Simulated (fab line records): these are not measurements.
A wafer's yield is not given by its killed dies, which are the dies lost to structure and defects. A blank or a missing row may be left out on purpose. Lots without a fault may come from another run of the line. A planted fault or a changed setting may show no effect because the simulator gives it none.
Code-filled problem report in 8D (eight disciplines) form    flow n5-finfet    the parts of the form that need people (team, actions taken, sign-off) are left out

1. THE ISSUE
Wafers without a fault read 42, standard deviation 12; killed-at-front-end at N5_PASSIVATION_PROBE_49 reads a mean of 124 on 6 wafers belonging to 2 lots. Relative to the usual mean, that is a shift of +6.9 standard deviations.
First seen on wafer L486.1, day 15 19:08, on prober-01. At this step, 32 wafers from 11 lots have a number in the record. The rule behind "out" and "out of limits": a value lying over 4 standard deviations away from the usual mean. All remaining wafers that have a number are taken as sound.

2. WHAT IT IS, AND WHAT IT ISN'T
question                     is                      is not
which readings at this step  killed-at-front-end     killed_at_M0_to_M3, killed_at_M4_up, killed-at-contacts, killed-short
which lots                   L486, L490              L473, L474, L475, L476, L480, L482, L483, L485, L495
which wafers of those lots   all that have a number  -
read on which tools          prober-01, prober-02    -
when                         from day 15 19:08       up to then (23 sound wafers); but 3 sound wafers of L495 came after

3. SUSPECTS, AND WHAT RULES EACH OUT
Counting: a tool stays on the suspect list if, at a process step up to the reading, it processed all lots that are out and no sound lot following the first of them.
- rie-diel-04 at N5_GATE_CUT_ETCH_19 (etches SiNx in CH3F/O2, target depth 53.7 nm, time 76.7 s): kept. All lots that are out passed through it, beginning with L486 at day 7 18:29, and no sound lot followed; its final sound lot before that point was L485 at day 7 13:17.
- rie-diel-02 at N5_PASSIVATION_STRIP_48 (strips in O2): kept. All lots that are out passed through it, beginning with L486 at day 15 16:39, and no sound lot followed; its final sound lot before that point was L483 at day 15 01:49.
The count leaves rie-diel-02 at N5_PASSIVATION_STRIP_48 and rie-diel-04 at N5_GATE_CUT_ETCH_19.

4. THE CAUSE (what the simulator had put in)
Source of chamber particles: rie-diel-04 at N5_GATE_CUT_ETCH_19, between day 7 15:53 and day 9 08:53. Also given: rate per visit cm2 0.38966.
After counting, 2 suspects remain, this tool included.

5. THE CHAIN OF EFFECTS, in route order
One row per reading whose mean, taken over the struck wafers that have a number, lies over 3 standard deviations from the usual. Scope: only readings with a usual standard deviation given in the record; hours: median across lots of the time from each lot's start at the first step in this table that gives one to its start at this step; sigmas: change in usual standard deviations.
hours  step                     reading              usual  on struck wafers  change  sigmas
0      N5_PASSIVATION_PROBE_49  killed-at-front-end  42     124               +82     +6.9
0      N5_PASSIVATION_PROBE_49  killed-dies          108    188               +80     +4.4
Its process steps:
- N5_PASSIVATION_PROBE_49

6. HOW IT WOULD HAVE BEEN CAUGHT EARLIER
In this record the first reading out of limits was taken at day 15 19:08, 195 hours after the fault began at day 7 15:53.
Tool readings at N5_GATE_CUT_ETCH_19 with a usual standard deviation given in the record: none out on any struck wafer, hence no alarm at a limit of 4 standard deviations on them.
By day 15 19:08, every lot that is out (2) had started N5_GATE_CUT_ETCH_19 on rie-diel-04. Tool hold at that time: it would have spared none of them.
